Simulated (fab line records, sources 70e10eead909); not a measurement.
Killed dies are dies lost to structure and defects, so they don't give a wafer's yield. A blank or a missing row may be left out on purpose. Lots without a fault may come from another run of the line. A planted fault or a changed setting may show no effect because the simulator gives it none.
fab line records | flow nand_harc
record lots=11 wafers=33 last_day=33
route steps=1302 shown A_BONDPAD@1218 THIN_TSV@1295 END@1302
lots that met no fault: from a run of the same line without faults
start_h: hours from the record's first day to the start of the lot's first wafer shown | wait_h: hours since the lot's step before | " the same as in the row above | L1.1+2: a row that stands for several wafers | - no value, or no start given | * or withheld: withheld | < > ~ a bound
route shown NAME@n: a module of which the file shows steps, and the number in the route of the first | usual: mean/standard deviation of fault-free wafers | same: alike in all rows | chamber/n: place in a boat | sites: the reading at each site | _std_site: their standard deviation | _edge_site: outer sites' mean less inner sites' | radius_mm: how far each site lies from the wafer's centre | mask NAME#n: copy n | behind: the tool/chamber that last shaped the wafer | hold: why the lot was held/for how many hours/how that ended | device: the transistor (n, p or np) that didn't switch | end of line: the same wafers' tests at the end of the route | a step without rows: its recipe alone | killed: dies lost to structure and defects at the first sort, not the wafer's yield | map: a wafer's dies, x killed, . not, _ none there
set.NAME: the setting as run; set.NAME@STEP: as run at that earlier step | model.NAME: the simulator's own value behind a step, which no gauge read
steps of the route over a sample of lots; a table a step, a row a wafer
services: from which hour (start_h, from the record's first day; less than 0 if before it) a tool's chamber was out of use, for how many hours, and why
## steps
# step NHARC_A_BONDPAD_DESCUM_11
# recipe time_s=3 o2_flow_sccm=200 ar_flow_sccm=0 bias_power_w=0 chemistry=O2
# usual drypump_motor_current_A=5.9/0.4 oes_product_au=0.997/0.0089 rf_vpp_V=57.9/0.96 showerhead_plenum_p_Torr=1.95/0.074 throttle_valve_pct=11.312/0.0088
# columns lot.wafer tool chamber start_h wait_h drypump_motor_current_A oes_product_au rf_hours_counter_h rf_vpp_V showerhead_plenum_p_Torr throttle_valve_pct
L610.4 rie_diel-09 3 549.30 - 6.1 0.979 1 57.2 1.96 11.317
L610.3 " 1 " " 6.3 0.995 1 57.6 1.92 11.313
L610.5 " 0 " " 6.1 1.002 - 59.2 2.05 11.289
L614.2 rie_diel-09 0 553.65 - 6.1 1.006 2 58.6 2.05 11.318
L614.4 " 1 " " 6.2 0.997 2 58.3 1.92 11.299
L614.1 " 3 " " 6.1 1.003 1 57.4 1.96 11.305
L616.1 rie_diel-01 1 566.99 - 5.9 1.009 0 58.6 1.92 11.320
L616.2 " 2 " " 6.2 1.006 0 57.9 2.08 11.314
L616.4 " 3 " " 5.7 0.985 0 58.5 1.84 11.304
L615.2 rie_diel-04 1 573.90 - 6.1 1.002 2 58.5 1.93 11.317
L615.5 " 3 " " 6.0 1.010 - 59.7 2.01 11.319
L615.6 " 1 " " 6.1 1.012 - 58.4 1.93 11.327
L622.1 rie_diel-09 0 644.76 - 6.1 1.003 4 56.6 2.05 11.312
L622.5 " 2 " " 5.1 0.998 - 58.5 1.84 11.314
L622.6 " 3 " " 6.1 0.992 - 58.1 1.96 11.327
L624.4 rie_diel-09 0 661.65 - 6.1 1.000 5 58.4 2.05 11.327
L624.1 " 3 " " 6.1 0.985 5 58.3 1.96 11.302
L624.6 " 1 " " 6.3 0.993 - 57.7 1.92 11.303
L625.3 rie_diel-09 3 668.77 - 6.1 0.991 5 59.4 1.96 11.326
L625.2 " 1 " " 6.2 0.996 5 58.2 1.92 11.303
L625.6 " 0 " " 6.1 0.997 - 58.4 2.05 11.318
L626.1 rie_diel-09 3 695.67 - 6.1 0.989 0 58.9 1.96 11.310
L626.3 " 1 " " 6.3 1.000 0 58.5 1.92 11.324
L626.6 " 3 " " 6.1 0.985 - 58.6 1.96 11.316
L628.3 rie_diel-04 2 697.26 - 6.0 0.992 25 57.7 2.00 11.308
L628.4 " 0 " " 6.4 0.995 20 58.5 1.91 11.333
L628.6 " 2 " " 6.0 0.993 - 58.0 2.00 11.309
L629.4 rie_diel-09 0 711.56 - 6.1 0.989 1 58.2 2.05 11.307
L629.2 " 1 " " 6.3 0.989 1 58.0 1.92 11.320
L629.5 " 0 " " 6.1 1.000 - 59.2 2.05 11.302
L633.2 rie_diel-09 0 762.14 - 6.1 1.010 2 58.4 2.05 11.319
L633.1 " 1 " " 6.2 0.986 2 57.1 1.92 11.311
L633.5 " 0 " " 6.1 1.010 - 57.9 2.05 11.306
# step NHARC_A_BONDPAD_ETCH_24
# recipe target_depth_a=300 over_etch_frac=0.3 time_s=72.99 ion_energy_ev=150 cf4_flow_sccm=50 n2_flow_sccm=100 ar_flow_sccm=150 rf_w=300 bias_w=100 chemistry=CF4/N2
# usual drypump_motor_current_A=6.0/0.35 oes_product_au=0.997/0.0097 rf_vpp_V=315.1/1.6 showerhead_plenum_p_Torr=2.69/0.089 throttle_valve_pct=19.795/0.0086
# columns lot.wafer tool chamber start_h wait_h drypump_motor_current_A oes_product_au rf_hours_counter_h rf_vpp_V showerhead_plenum_p_Torr throttle_valve_pct
L610.3 rie_diel-04 3 - - 6.0 0.999 1 315.8 2.75 19.793
L610.4 " 1 " " 6.1 1.010 1 315.4 2.64 19.808
L610.5 " 3 " " 6.0 0.992 - 316.2 2.75 19.795
L614.1 rie_diel-04 3 - - 6.0 0.993 2 316.2 2.75 19.799
L614.2 " 0 " " 6.4 0.983 1 312.0 2.63 19.800
L614.4 " 2 " " 6.0 1.003 2 316.0 2.75 19.779
L616.1 rie_diel-04 1 - - 6.1 1.001 1 315.3 2.65 19.798
L616.4 " 2 " " 6.0 1.007 2 316.6 2.75 19.795
L616.2 " 3 " " 6.0 0.984 2 316.3 2.75 19.800
L615.2 rie_diel-04 1 574.50 0.1 6.1 1.002 2 316.5 2.65 19.790
L615.5 " 1 " " 6.1 1.004 - 315.2 2.65 19.777
L615.6 " 3 " " 6.0 0.989 - 314.8 2.75 19.794
L622.1 rie_diel-04 3 - - 6.0 0.984 17 316.2 2.74 19.797
L622.6 " 0 " " 6.4 0.999 - 314.9 2.62 19.795
L622.5 " 1 " " 6.1 1.012 - 313.2 2.64 19.781
L624.1 rie_diel-09 3 - - 6.1 0.995 5 315.6 2.68 19.807
L624.4 " 1 " " 6.3 0.996 4 313.9 2.64 19.786
L624.6 " 0 " " 6.1 0.988 - 315.9 2.81 19.803
L625.3 rie_diel-09 3 - - 6.1 0.977 5 315.4 2.68 19.807
L625.2 " 0 " " 6.1 1.001 5 318.1 2.81 19.792
L625.6 " 1 " " 6.3 0.990 - 314.3 2.64 19.789
L626.1 rie_diel-01 0 696.25 0.1 5.4 1.005 38 316.8 2.80 19.784
L626.3 " 1 " " 5.9 0.992 36 314.4 2.62 19.795
L626.6 " 0 " " 5.4 0.992 - 318.0 2.80 19.797
L628.3 rie_diel-09 1 - - 6.3 0.983 0 314.5 2.64 19.797
L628.4 " 3 " " 6.1 0.983 0 315.3 2.68 19.794
L628.6 " 1 " " 6.3 0.990 - 315.1 2.64 19.791
L629.4 rie_diel-09 0 - - 6.1 0.995 1 317.2 2.81 19.795
L629.2 " 2 " " 5.1 0.992 1 312.0 2.53 19.782
L629.5 " 0 " " 6.1 0.994 - 316.7 2.81 19.807
L633.2 rie_diel-09 1 - - 6.3 0.975 2 313.3 2.64 19.798
L633.1 " 3 " " 6.1 1.002 2 315.9 2.68 19.794
L633.5 " 1 " " 6.2 0.980 - 314.4 2.64 19.790
# step NHARC_THIN_TSV_ETCH_36
# recipe target_depth_a=650 over_etch_frac=0.3 time_s=18.571 ion_energy_ev=150 chemistry=Cl2/BCl3
# usual drypump_motor_current_A=5.8/0.38 oes_product_au=0.995/0.0069
# columns lot.wafer tool chamber start_h wait_h drypump_motor_current_A oes_product_au rf_hours_counter_h
L610.4 rie_metal-03 0 571.35 0.1 5.4 0.991 -
L610.3 " 1 " " 6.5 1.003 -
L610.5 " 1 " " 6.4 0.999 -
L614.2 rie_metal-03 1 575.26 0.2 6.4 1.008 1.3
L614.1 " 0 " " 5.4 0.996 1.3
L614.4 " 0 " " 5.4 1.007 -
L616.2 rie_metal-03 0 590.50 0.2 5.4 0.990 1.5
L616.1 " 1 " " 6.4 1.004 1.5
L616.4 " 1 " " 6.4 0.997 -
L615.2 rie_metal-02 0 595.09 0.2 6.0 1.000 1.2
L615.6 " 0 " " 6.0 0.994 -
L615.5 " 1 " " 5.9 0.994 -
L622.1 rie_metal-02 1 666.02 0.2 5.8 0.997 0.7
L622.6 " 1 " " 5.8 1.001 -
L622.5 " 0 " " 6.0 0.995 -
L624.1 rie_metal-03 0 684.15 0.2 5.4 0.985 3.1
L624.4 " 0 " " 5.4 0.987 -
L624.6 " 0 " " 5.4 0.998 -
L625.2 rie_metal-01 0 692.04 0.2 5.5 0.985 1.9
L625.3 " 0 " " 5.5 0.986 -
L625.6 " 1 " " 5.7 0.989 -
L626.1 rie_metal-01 0 719.90 0.2 5.5 0.993 2.5
L626.3 " 0 " " 5.5 0.988 -
L626.6 " 0 " " 5.5 1.000 -
L628.3 rie_metal-01 0 721.26 0.2 5.5 0.989 -
L628.4 " 1 " " 5.7 0.995 -
L628.6 " 0 " " 5.5 0.989 -
L629.2 rie_metal-03 1 732.25 0.2 6.4 0.998 0.9
L629.4 " 1 " " 6.4 1.005 -
L629.5 " 1 " " 6.4 1.004 -
L633.1 rie_metal-02 0 783.39 0.2 6.0 0.987 2.2
L633.2 " 1 " " 5.8 0.997 2.2
L633.5 " 0 " " 6.0 0.989 -
# step NHARC_THIN_TSV_STRIP_57
# recipe time_s=1200 temp_c=72.5 chemistry=post_etch_residue_remover
# usual bath_heat_duty_pct=14.0/1.9
# columns lot.wafer tool chamber start_h wait_h bath_heat_duty_pct
L610.5 wet_bench-08 5 571.79 0.1 15.4
L610.3 " 6 " " 14.1
L610.4 " 7 " " 12.5
L614.1 wet_bench-08 4 575.72 0.3 15.6
L614.4 " 6 " " 12.9
L614.2 " 7 " " 11.4
L616.2 wet_bench-08 1 590.98 0.3 13.0
L616.4 " 2 " " 16.9
L616.1 " 3 " " 15.0
L615.2 wet_bench-08 6 595.57 0.3 13.6
L615.5 " 7 " " 13.5
L615.6 " 0 " " 10.3
L622.1 wet_bench-08 4 666.47 0.3 16.1
L622.5 " 5 " " 16.4
L622.6 " 7 " " 13.4
L624.4 wet_bench-10 5 684.59 0.2 14.4
L624.6 " 0 " " 13.1
L624.1 " 1 " " 15.5
L625.6 wet_bench-08 3 692.49 0.1 16.6
L625.2 " 6 " " 14.4
L625.3 " 7 " " 12.7
L626.6 wet_bench-08 5 720.36 0.1 16.2
L626.1 " 7 " " 13.3
L626.3 " 0 " " 10.5
L628.4 wet_bench-08 4 721.70 0.2 16.1
L628.3 " 5 " " 14.3
L628.6 " 0 " " 10.7
L629.2 wet_bench-08 3 732.71 0.3 16.1
L629.4 " 4 " " 15.6
L629.5 " 5 " " 14.8
L633.2 wet_bench-10 5 783.85 0.3 15.2
L633.5 " 6 " " 13.9
L633.1 " 7 " " 14.7
# step NHARC_THIN_TSV_INSPECT_40
# usual raw_defect_count=578/90
# columns lot.wafer tool chamber start_h wait_h raw_defect_count
L610.3 defect_inspect-02 - 574.86 0.4 611
L610.4 " - " " 656
L610.5 " - " " 596
L614.1 defect_inspect-02 - 580.76 0.4 535
L614.2 " - " " 476
L614.4 " - " " 475
L616.1 defect_inspect-01 - 597.48 0.4 509
L616.2 " - " " 477
L616.4 " - " " 629
L615.2 defect_inspect-02 - 600.65 0.4 560
L615.5 " - " " 590
L615.6 " - " " 592
L622.1 defect_inspect-01 - 669.78 0.4 498
L622.5 " - " " 543
L622.6 " - " " 425
L624.1 defect_inspect-02 - 689.67 0.4 499
L624.4 " - " " 432
L624.6 " - " " 491
L625.2 defect_inspect-02 - 697.45 0.4 743
L625.3 " - " " 677
L625.6 " - " " 547
L626.1 defect_inspect-02 - 725.31 0.4 750
L626.3 " - " " 682
L626.6 " - " " 558
L628.3 defect_inspect-01 - 725.31 0.4 1421
L628.4 " - " " 650
L628.6 " - " " 661
L629.2 defect_inspect-02 - 736.48 0.4 615
L629.4 " - " " 724
L629.5 " - " " 1612
L633.1 defect_inspect-01 - 789.26 0.4 478
L633.2 " - " " 750
L633.5 " - " " 520
# step NHARC_END_SORT_01
# recipe temp_c=25
# usual defect_limited_yield=93.3/1.5 killed_at_array=41/10 killed_at_other=0.8/0.91 killed_at_periphery=4.2/2.9 killed_dies=46/10 killed_open=3.5/2.1 killed_short=2.5/1.6 sort_bin_2_pct=2.4/0.71 sort_bin_3_pct=0.6/0.33 sort_bin_4_pct=3.8/0.93 sort_n_pass=631/10 sort_rim_yield_pct=86/4.5 sort_yield_pct=93.3/1.5
# same gross_dies=677 sort_bin_5_pct[%]=0 sort_bin_6_pct[%]=0 sort_bin_7_pct[%]=0 sort_bin_8_pct[%]=0 sort_rim_n_gross=106.00
# columns lot.wafer tool chamber start_h wait_h defect_limited_yield[%] killed_at_array killed_at_other killed_at_periphery killed_dies killed_open killed_short sort_bin_2_pct[%] sort_bin_3_pct[%] sort_bin_4_pct[%] sort_n_pass sort_rim_yield_pct[%] sort_yield_pct[%]
L628.3 prober-01 0 729.96 3.1 85.8 51 38 7 96 5 3 4.6 3.1 6.5 581 71 85.8
L628.4 prober-01 0 730.76 3.4 90.8 55 1 6 62 1 5 3.4 0.9 4.9 615 76 90.8
L628.6 prober-01 0 732.36 4.0 92.8 47 0 2 49 4 1 2.8 0.7 3.7 628 80 92.8
L629.2 prober-01 0 740.38 2.8 92.8 49 0 0 49 4 0 3.4 0.3 3.5 628 82 92.8
L629.4 prober-01 0 741.98 3.4 93.4 42 2 1 45 5 3 3.0 0.6 3.1 632 88 93.4
L629.5 prober-01 0 742.78 3.7 86.0 54 38 3 95 3 2 6.4 2.8 4.9 582 70 86.0
# killed by level:class
L628.3 THIN_TSV:unspecified=37 A_CHANNEL_HOLE_D1:chamber_film_flake=19 A_SLIT:chamber_film_flake=12 A_STAIRCASE:chamber_film_flake=7 A_CHANNEL_HOLE_D2:chamber_film_flake=5 A_CONTACT:chamber_film_flake=4 P_GATE:geometric_particle:open=2 P_M0:geometric_particle:open=2
L628.4 A_CHANNEL_HOLE_D1:chamber_film_flake=19 A_SLIT:chamber_film_flake=14 A_CHANNEL_HOLE_D2:chamber_film_flake=8 A_CONTACT:chamber_film_flake=5 A_STAIRCASE:chamber_film_flake=4 P_ZERO_WELL:chamber_film_flake=2 P_CONTACT:geometric_particle:short=1 P_BONDPAD:geometric_particle:short=1
L628.6 A_CHANNEL_HOLE_D1:chamber_film_flake=23 A_SLIT:chamber_film_flake=15 A_CHANNEL_HOLE_D2:chamber_film_flake=2 P_CONTACT:geometric_particle:open=1 A_DECK1_JOINT:geometric_particle:open=1 A_ONON_D2:geometric_particle:open=1 A_WL_FILL:geometric_particle:open=1 A_WL_FILL:geometric_particle:short=1
L629.2 A_CHANNEL_HOLE_D2:chamber_film_flake=15 A_SLIT:chamber_film_flake=12 A_CONTACT:chamber_film_flake=6 A_STAIRCASE:chamber_film_flake=4 A_CHANNEL_HOLE_D1:chamber_film_flake=3 A_CHANNEL_FILL_D2:chamber_film_flake=2 A_M1:chamber_film_flake=2 A_WL_FILL:geometric_particle:open=1
L629.4 A_SLIT:chamber_film_flake=13 A_CHANNEL_HOLE_D2:chamber_film_flake=6 A_CHANNEL_HOLE_D1:chamber_film_flake=5 A_STAIRCASE:chamber_film_flake=5 A_ONON_D1:geometric_particle:short=2 A_WL_FILL:chamber_film_flake=2 A_CONTACT:chamber_film_flake=2 THIN_TSV:chamber_film_flake=2
L629.5 THIN_TSV:unspecified=37 A_CHANNEL_HOLE_D2:chamber_film_flake=18 A_SLIT:chamber_film_flake=14 A_CHANNEL_HOLE_D1:chamber_film_flake=5 A_M1:chamber_film_flake=5 A_STAIRCASE:chamber_film_flake=4 A_CHANNEL_FILL_D2:chamber_film_flake=3 A_WL_FILL:chamber_film_flake=2
## services
# columns tool chamber start_h hours kind
rie_diel-09 1 529.08 2.1 repair
rie_diel-04 - 531.99 9.0 pm
rie_diel-09 2 541.70 3.1 repair
rie_metal-03 1 544.06 1.1 repair
rie_diel-01 - 557.90 9.0 pm
rie_diel-04 1 562.54 2.9 repair
rie_diel-04 0 572.98 42.3 repair
rie_metal-01 - 575.00 9.0 pm
wet_bench-10 - 578.59 2.1 repair
rie_diel-09 2 585.83 3.8 repair
rie_diel-01 - 591.56 0.6 repair
rie_metal-02 - 631.00 9.0 pm
wet_bench-08 - 646.40 8.0 pm
wet_bench-10 - 663.20 8.0 pm
rie_diel-09 - 674.10 9.0 pm
rie_diel-01 3 694.14 21.7 repair
rie_metal-03 - 696.00 9.0 pm
rie_diel-01 0 704.05 3.3 repair
rie_diel-04 - 708.99 9.0 pm
rie_diel-09 3 721.29 2.7 repair
rie_metal-01 - 730.25 0.4 repair
rie_metal-02 0 743.80 6.5 repair
rie_metal-01 - 752.00 9.0 pm
rie_diel-09 3 782.76 1.8 repair
## key
first_sign step=NHARC_THIN_TSV_INSPECT_40 reading=raw_defect_count direction=up sigmas=10 usual=578 struck=1516
effect step=NHARC_END_SORT_01 reading=killed_at_other direction=up sigmas=37 usual=0.8 struck=38
more_kills_born_at NHARC_THIN_TSV_STRIP_57@wet_bench-08=74
met_at NHARC_THIN_TSV_STRIP_57
struck_lots L628,L629
struck_wafers L628.3,L629.5
not_acting_at NHARC_A_BONDPAD_DESCUM_11,NHARC_A_BONDPAD_ETCH_24,NHARC_THIN_TSV_ETCH_36
onset_between 720.36 721.70
fault kind=chamber_particle_source tool=wet_bench-08 chamber=5 onset_h=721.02 steps=NHARC_THIN_TSV_STRIP_57 rate_per_visit_cm2=1.1162 end_h=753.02
